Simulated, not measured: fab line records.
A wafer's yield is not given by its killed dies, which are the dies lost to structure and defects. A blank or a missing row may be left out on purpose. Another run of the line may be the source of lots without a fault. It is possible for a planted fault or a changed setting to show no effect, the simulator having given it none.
Matching of chambers :: flow nand_harc :: NHARC_A_STAIRCASE_TRIM_12 on rie_diel-09: 3 sister chambers
The step chemistry O2, time 211.2 s. 14 wafers are shown with their chamber, then 4 later ones without.

== WAFERS WITH THEIR CHAMBER ==
wafer: L878.3
chamber: 1
drypump_motor_current_A (A): 5.44
run_length_s (s): 233.0
showerhead_plenum_p_Torr (Torr): 3.64

wafer: L878.4
chamber: 3
drypump_motor_current_A (A): 5.33
run_length_s (s): 233.1
showerhead_plenum_p_Torr (Torr): 3.31

wafer: L878.6
chamber: 2
drypump_motor_current_A (A): 5.84
run_length_s (s): 232.6
showerhead_plenum_p_Torr (Torr): 3.61

wafer: L881.1
chamber: 2
drypump_motor_current_A (A): 5.83
run_length_s (s): 232.6
showerhead_plenum_p_Torr (Torr): 3.61

wafer: L881.3
chamber: 3
drypump_motor_current_A (A): 5.38
run_length_s (s): 233.1
showerhead_plenum_p_Torr (Torr): 3.30

wafer: L881.6
chamber: 3
drypump_motor_current_A (A): 5.39
run_length_s (s): 233.3
showerhead_plenum_p_Torr (Torr): 3.30

wafer: L885.3
chamber: 3
drypump_motor_current_A (A): 5.36
run_length_s (s): 233.3
showerhead_plenum_p_Torr (Torr): 3.29

wafer: L885.5
chamber: 2
drypump_motor_current_A (A): 5.87
run_length_s (s): 232.4
showerhead_plenum_p_Torr (Torr): 3.59

wafer: L885.6
chamber: 1
drypump_motor_current_A (A): 5.46
run_length_s (s): 233.1
showerhead_plenum_p_Torr (Torr): 3.62

wafer: L889.1
chamber: 2
drypump_motor_current_A (A): 5.87
run_length_s (s): 232.5
showerhead_plenum_p_Torr (Torr): 3.58

wafer: L889.6
chamber: 3
drypump_motor_current_A (A): 5.36
run_length_s (s): 233.3
showerhead_plenum_p_Torr (Torr): 3.28

wafer: L897.2
chamber: 3
drypump_motor_current_A (A): 5.37
run_length_s (s): 233.3
showerhead_plenum_p_Torr (Torr): 3.80

wafer: L897.5
chamber: 2
drypump_motor_current_A (A): 5.89
run_length_s (s): 232.9
showerhead_plenum_p_Torr (Torr): 3.57

wafer: L897.6
chamber: 3
drypump_motor_current_A (A): 5.36
run_length_s (s): 233.2
showerhead_plenum_p_Torr (Torr): 3.80

SIGNATURES, as means of the wafers listed above
reading: drypump_motor_current_A
chamber 1: 5.4500
chamber 2: 5.8600
chamber 3: 5.3643
scatter within a chamber: 0.0208

reading: run_length_s
chamber 1: 233.050
chamber 2: 232.600
chamber 3: 233.229
scatter within a chamber: 0.135

reading: showerhead_plenum_p_Torr
chamber 1: 3.6300
chamber 2: 3.5920
chamber 3: 3.4400
scatter within a chamber: 0.182
Rule: distance of a wafer from a chamber = root of the sum over the readings of ((wafer's reading minus chamber's mean) / reading's scatter) squared. If the next closest chamber is less than 2 further off than the closest, the wafer can't be placed; otherwise it belongs to the closest. The scatter: the root of (the sum of the squares of (reading less its chamber's mean) over the shown wafers, divided by (wafers less chambers)).

== WAFERS WHOSE CHAMBER IS MISSING ==
wafer: L896.3
drypump_motor_current_A (A): 5.35
run_length_s (s): 233.7
showerhead_plenum_p_Torr (Torr): 3.80

wafer: L896.4
drypump_motor_current_A (A): 5.45
run_length_s (s): 232.8
showerhead_plenum_p_Torr (Torr): 3.60

wafer: L898.1
drypump_motor_current_A (A): 5.44
run_length_s (s): 232.8
showerhead_plenum_p_Torr (Torr): 3.59

wafer: L898.2
drypump_motor_current_A (A): 5.83
run_length_s (s): 232.5
showerhead_plenum_p_Torr (Torr): 3.57

== CHAMBER TAKEN BY EACH ==
wafer: L896.3
from the rows above: 3
in truth: 3

wafer: L896.4
from the rows above: 1
in truth: 1

wafer: L898.1
from the rows above: 1
in truth: 1

wafer: L898.2
from the rows above: 2
in truth: 2
4 of 4 placed correctly. Number that these rows cannot place: 0. 0 placed wrongly.
